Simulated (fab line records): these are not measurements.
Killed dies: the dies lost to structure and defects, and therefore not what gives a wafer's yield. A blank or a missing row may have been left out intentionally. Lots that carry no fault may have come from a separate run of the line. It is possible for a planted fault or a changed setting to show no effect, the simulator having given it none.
Which tool is to blame?	flow nand harc	72 wafers from 24 lots sampled at 2 of the route's 1302 steps

== WHAT THE GAUGES SHOWED, per wafer ==
NHARC_A_ONON_D2_THK_MEAS_02: measures by ellipsometry.
lot	measured	on	thk nm (nm)
L075	day 12 10:29	film metro-02	1003 1002 1003
L074	day 12 10:40	film metro-02	993 993 992
L076	day 13 09:23	film metro-02	1012 1011 1010
L078	day 14 00:02	film metro-01	992 992 992
L077	day 14 06:07	film metro-01	1001 1004 1002
L079	day 14 20:25	film metro-01	1005 1008 1004
L080	day 14 20:25	film metro-02	998 997 1000
L081	day 15 08:55	film metro-01	991 989 991
L082	day 15 17:23	film metro-01	1011 1011 1012
L083	day 16 01:28	film metro-02	1006 1006 1005
L085	day 16 16:07	film metro-01	1013 1012 1011
L084	day 16 16:03	film metro-01	1013 1011 1011
L086	day 17 20:29	film metro-02	1003 1003 1001
L088	day 18 11:56	film metro-01	1001 1000 999
L087	day 18 11:58	film metro-02	991 991 991
L089	day 18 18:30	film metro-01	979 978 979
L090	day 19 09:00	film metro-01	989 988 988
L091	day 19 18:08	film metro-01	996 997 996
L092	day 20 05:07	film metro-02	1011 1011 1010
L094	day 20 07:43	film metro-02	1007 1008 1008
L093	day 20 07:48	film metro-01	1024 1024 1024
L095	day 21 10:26	film metro-02	1001 1002 1002
L096	day 21 10:24	film metro-01	987 986 986
L097	day 22 09:36	film metro-01	993 991 993

== EACH LOT AND THE TOOL THAT RAN IT (in order: tool; ch and the chambers of the sampled wafers; start) ==
lot	NHARC_A_DECK1_JOINT_ETCHBACK_00
L075	rie si-05 ch 0,3, day 11 11:38
L074	rie si-01 ch 1,2,3, day 11 11:40
L076	rie si-02 ch 1,2,3, day 12 09:21
L078	rie si-02 ch 0,3, day 12 22:20
L077	rie si-01 ch 0,1, day 13 05:05
L079	rie si-01 ch 0,1,3, day 13 18:41
L080	rie si-02 ch 0,3, day 13 18:42
L081	rie si-01 ch 0,1,2, day 14 07:50
L082	rie si-02 ch 0,1,3, day 14 14:58
L083	rie si-02 ch 1,2,3, day 14 22:53
L085	rie si-05 ch 1,2,3, day 15 15:57
L084	rie si-02 ch 1,2,3, day 15 15:59
L086	rie si-05 ch 0,2,3, day 16 18:03
L088	rie si-02 ch 1,2,3, day 17 10:48
L087	rie si-01 ch 1,2,3, day 17 10:49
L089	rie si-05 ch 0,2,3, day 17 19:07
L090	rie si-05 ch 0,1, day 18 08:43
L091	rie si-05 ch 0,1,3, day 18 17:49
L092	rie si-05 ch 0,1,2, day 19 07:11
L094	rie si-05 ch 0,1,2, day 19 10:43
L093	rie si-01 ch 0,1,3, day 19 10:43
L095	rie si-01 ch 2,3, day 20 10:10
L096	rie si-05 ch 2,3, day 20 10:10
L097	rie si-02 ch 0,1,2, day 21 00:41
- NHARC_A_DECK1_JOINT_ETCHBACK_00: etches the open film in HBr, target depth 30 nm, time 17.4 s.

== AS READ BY THE TOOLS THEMSELVES (means over the sampled wafers that have a number; for cases with no such wafer, the mark the record gives instead) ==
NHARC_A_DECK1_JOINT_ETCHBACK_00.
lot	tool	drypump motor current A (A)	oes product au (a.u.)	throttle valve pct (%)
L075	rie si-05	5.7	0.988	23.264
L074	rie si-01	5.5	1.002	23.270
L076	rie si-02	6.1	1.000	23.257
L078	rie si-02	6.3	1.008	23.270
L077	rie si-01	5.0	1.007	23.271
L079	rie si-01	5.4	1.004	23.268
L080	rie si-02	6.3	1.001	23.264
L081	rie si-01	5.1	1.000	23.261
L082	rie si-02	6.1	0.996	23.265
L083	rie si-02	6.1	1.000	23.270
L085	rie si-05	5.9	1.003	23.270
L084	rie si-02	6.1	1.004	23.266
L086	rie si-05	5.8	1.008	23.264
L088	rie si-02	6.1	1.005	23.273
L087	rie si-01	5.5	0.998	23.261
L089	rie si-05	5.8	1.009	23.277
L090	rie si-05	5.8	0.994	23.262
L091	rie si-05	5.7	1.000	23.266
L092	rie si-05	5.9	0.993	23.262
L094	rie si-05	6.0	0.998	23.263
L093	rie si-01	5.4	0.992	23.275
L095	rie si-01	5.3	1.018	23.266
L096	rie si-05	5.9	1.006	23.268
L097	rie si-02	6.2	1.016	23.274

== THE ANSWER, worked out from the rows above alone ==
Rule: the usual values come from the lots themselves. The widest of any qualifying gaps counts: lots, ordered by their means at a reading, are off when they make up no more than a third of the lots, leave a main group of 4 or more, and stand apart from it by 3 or more times the standard deviation of that group's means. The tables above print the reading to a certain number of digits; a main group whose means all agree to those digits is not used. A lot without any number at a reading at which 4 lots or more have one is off too. Any other lot the step has rows for is counted as sound. The gauges are gone through in route order, then the tools' own readings, and for those a lot's mean is taken as printed above. At the first step where some lot is off, the reading lying furthest off is the one used; lots without a number count as furthest.
None of the lots is off at any reading shown; this tells nothing.

== WHAT WAS PUT IN BY THE SIMULATOR ==
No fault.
